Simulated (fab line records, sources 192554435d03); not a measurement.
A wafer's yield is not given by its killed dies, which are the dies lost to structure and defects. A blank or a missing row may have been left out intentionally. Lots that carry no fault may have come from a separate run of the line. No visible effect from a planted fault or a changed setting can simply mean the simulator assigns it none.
Which tool is to blame? || flow n5-finfet || 7 lots, 21 wafers sampled, at 2 steps of a route of 1938

== WHAT EACH GAUGE READ, for each wafer ==
N5_WELL_APT_CD_MEAS_25: the cd target is 200 nm.
{"lot": "L196", "measured": "day 1 20:41", "on": "cd-sem-02", "cd-nm (nm)": "199.0 196.3 200.7"}
{"lot": "L199", "measured": "day 2 14:43", "on": "cd-sem-02", "cd-nm (nm)": "- - -"}
{"lot": "L206", "measured": "day 4 08:58", "on": "cd-sem-03", "cd-nm (nm)": "198.9 201.0 200.9"}
{"lot": "L210", "measured": "day 5 08:59", "on": "cd-sem-01", "cd-nm (nm)": "199.0 193.9 201.0"}
{"lot": "L212", "measured": "day 5 21:05", "on": "cd-sem-03", "cd-nm (nm)": "196.5 197.3 200.0"}
{"lot": "L216", "measured": "day 6 21:14", "on": "cd-sem-02", "cd-nm (nm)": "204.3 202.1 202.0"}
{"lot": "L218", "measured": "day 7 09:11", "on": "cd-sem-03", "cd-nm (nm)": "199.3 198.5 201.4"}

== WHAT TOOL EACH LOT RAN ON (gives the tool, then ch and the chambers of the sampled wafers, and finally the start) ==
{"lot": "L196", "N5_WELL_APT_DEVELOP_24": "litho-track-05 ch 0, day 1 20:35"}
{"lot": "L199", "N5_WELL_APT_DEVELOP_24": "litho-track-05, day 2 14:36"}
{"lot": "L206", "N5_WELL_APT_DEVELOP_24": "litho-track-05 ch 0, day 4 08:52"}
{"lot": "L210", "N5_WELL_APT_DEVELOP_24": "litho-track-05 ch 0, day 5 08:52"}
{"lot": "L212", "N5_WELL_APT_DEVELOP_24": "litho-track-04 ch 0, day 5 20:58"}
{"lot": "L216", "N5_WELL_APT_DEVELOP_24": "litho-track-03 ch 0, day 6 21:08"}
{"lot": "L218", "N5_WELL_APT_DEVELOP_24": "litho-track-05 ch 0, day 7 09:04"}
- N5_WELL_APT_DEVELOP_24: develop time 45 s.

== THE ANSWER, worked out from the rows above alone ==
Rule: the usual values come from the lots themselves. The widest of any qualifying gaps counts: lots, ordered by their means at a reading, are off when they make up no more than a third of the lots, leave a main group of 4 or more, and stand apart from it by 3 or more times the standard deviation of that group's means. A main group is skipped when, at the precision printed for the reading in the tables above, its means are all equal. A lot without any number at a reading at which 4 lots or more have one is off too. Any other lot the step has rows for is counted as sound.
Off at N5_WELL_APT_CD_MEAS_25 (cd-nm): L199. Without a number there: L199. The main group: mean 199.6 nm, standard deviation 1.7.
A tool fits if, at a process step before that reading, it ran every lot that is off, and no sound lot after the first of them. Those tools and the gauges at N5_WELL_APT_CD_MEAS_25 are tried in the same way. Not one of the candidates tried fits.

== WHAT THE SIMULATOR HAD INSERTED ==
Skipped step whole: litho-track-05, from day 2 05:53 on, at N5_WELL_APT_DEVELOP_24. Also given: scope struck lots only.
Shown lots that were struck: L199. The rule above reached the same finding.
